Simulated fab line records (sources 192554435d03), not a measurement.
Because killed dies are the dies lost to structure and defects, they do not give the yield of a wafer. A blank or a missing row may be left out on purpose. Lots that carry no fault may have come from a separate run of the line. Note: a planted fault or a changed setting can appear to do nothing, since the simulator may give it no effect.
Chamber matching	flow n5Finfet	N5_BEOL_M7_DEP_56 on pecvd-01: 3 sister chambers
The step deposits SiCN from 3MS/NH3, target thk 10 nm, time 17.5 s. 6 wafers are shown with their chamber, then 7 later ones without.

WAFERS, EACH WITH ITS CHAMBER
wafer	chamber	throttleValvePct (%)	showerheadPlenumPTorr (Torr)
L080.3	0	9.4	3.666
L083.1	2	8.1	3.685
L083.2	1	8.8	3.677
L083.6	2	8.4	3.675
L085.1	0	9.4	3.657
L085.2	1	9.0	3.672

WAFERS MISSING THEIR CHAMBER
wafer	throttleValvePct (%)	showerheadPlenumPTorr (Torr)
L085.4	9.5	3.658
L087.3	8.6	3.688
L087.5	9.0	3.680
L087.6	8.4	3.685
L091.3	8.5	3.692
L091.4	9.7	3.663
L091.6	8.1	3.686

WHICH CHAMBER EACH ONE RAN IN
wafer	from the rows above	in truth
L085.4	0	0
L087.3	can't be placed: 2 or 1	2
L087.5	1	1
L087.6	2	2
L091.3	can't be placed: 2 or 1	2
L091.4	0	0
L091.6	2	2
Correctly placed: 5 of 7. Unplaceable from these rows: 2, with the true chamber sitting among the candidates in 2. Placed wrongly: 0.
How it was worked out, from the rows above alone: a wafer's distance from a chamber is the root of the sum, over the readings, of the square of ((its reading less the chamber's mean) divided by the reading's scatter). The wafer belongs to the nearest chamber; if the next one is less than 2 further off, it can't be placed. A chamber's mean is the mean of its shown wafers. The scatter: the root of (the sum of the squares of (reading less its chamber's mean) over the shown wafers, divided by (wafers less chambers)).
